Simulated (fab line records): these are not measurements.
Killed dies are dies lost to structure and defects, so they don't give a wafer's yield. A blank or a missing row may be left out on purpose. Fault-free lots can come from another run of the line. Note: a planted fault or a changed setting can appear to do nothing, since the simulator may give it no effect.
Matching of chambers ; flow n5Finfet ; 4 sister chambers for N5_BEOL_M7_ALD_77 on aldMetal-01
The step deposits TaN, target thk 2 nm, pulse time 2 s, purge time 3 s. 22 wafers are shown with their chamber, then 11 later ones without.

== WAFERS PAIRED WITH THEIR CHAMBERS ==
wafer;chamber;heaterPowerW (W);precursorVesselTempC (C)
L077.4;2;458;74.97
L077.5;0;426;75.13
L077.6;3;443;74.85
L079.3;2;451;75.00
L079.5;2;444;74.97
L079.6;1;441;75.00
L082.2;2;439;74.99
L082.4;1;429;75.04
L082.5;3;439;75.03
L083.2;3;424;75.13
L083.5;2;452;74.98
L083.6;1;430;75.07
L086.2;2;443;75.00
L086.4;1;427;75.09
L086.6;3;434;74.99
L088.1;2;433;75.02
L088.2;0;424;74.98
L088.4;1;424;74.95
L094.2;1;423;75.08
L094.3;3;432;74.96
L094.5;2;440;74.91
L091.2;0;428;75.21

SIGNATURES (means of the wafers above)
reading;chamber 0;chamber 1;chamber 2;chamber 3;scatter within a chamber
heaterPowerW;426.00;429.00;445.00;434.40;7.04
precursorVesselTempC;75.1067;75.0383;74.9800;74.9920;0.0712
Rule: distance of a wafer from a chamber = root of the sum over the readings of ((wafer's reading minus chamber's mean) / reading's scatter) squared. The wafer belongs to the nearest chamber; if the next one is less than 2 further off, it can't be placed. The scatter: the root of (the sum of the squares of (reading less its chamber's mean) over the shown wafers, divided by (wafers less chambers)).

== WAFERS WITHOUT THEIR CHAMBER ==
wafer;heaterPowerW (W);precursorVesselTempC (C)
L091.4;440;74.89
L091.6;423;75.07
L095.1;429;74.91
L095.4;429;74.74
L095.5;446;75.05
L097.1;415;74.83
L097.4;430;75.08
L097.6;440;74.97
L096.1;421;74.95
L096.4;454;75.00
L096.6;426;75.01

== THE CHAMBER EACH PASSED THROUGH ==
wafer;from the rows above;in truth
L091.4;can't be placed: 2 or 3 or 1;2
L091.6;can't be placed: 0 or 1 or 3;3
L095.1;can't be placed: 3 or 1 or 2 or 0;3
L095.4;can't be placed: 3 or 2 or 1 or 0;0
L095.5;can't be placed: 2 or 3 or 1 or 0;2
L097.1;can't be placed: 1 or 3 or 0 or 2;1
L097.4;can't be placed: 1 or 0 or 3 or 2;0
L097.6;can't be placed: 2 or 3 or 1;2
L096.1;can't be placed: 1 or 3 or 0 or 2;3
L096.4;can't be placed: 2 or 3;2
L096.6;can't be placed: 1 or 3 or 0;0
Correctly placed: 0 of 11. Can't be placed from these rows: 11 (the true chamber is among the candidates in 11). Placed wrongly: 0.
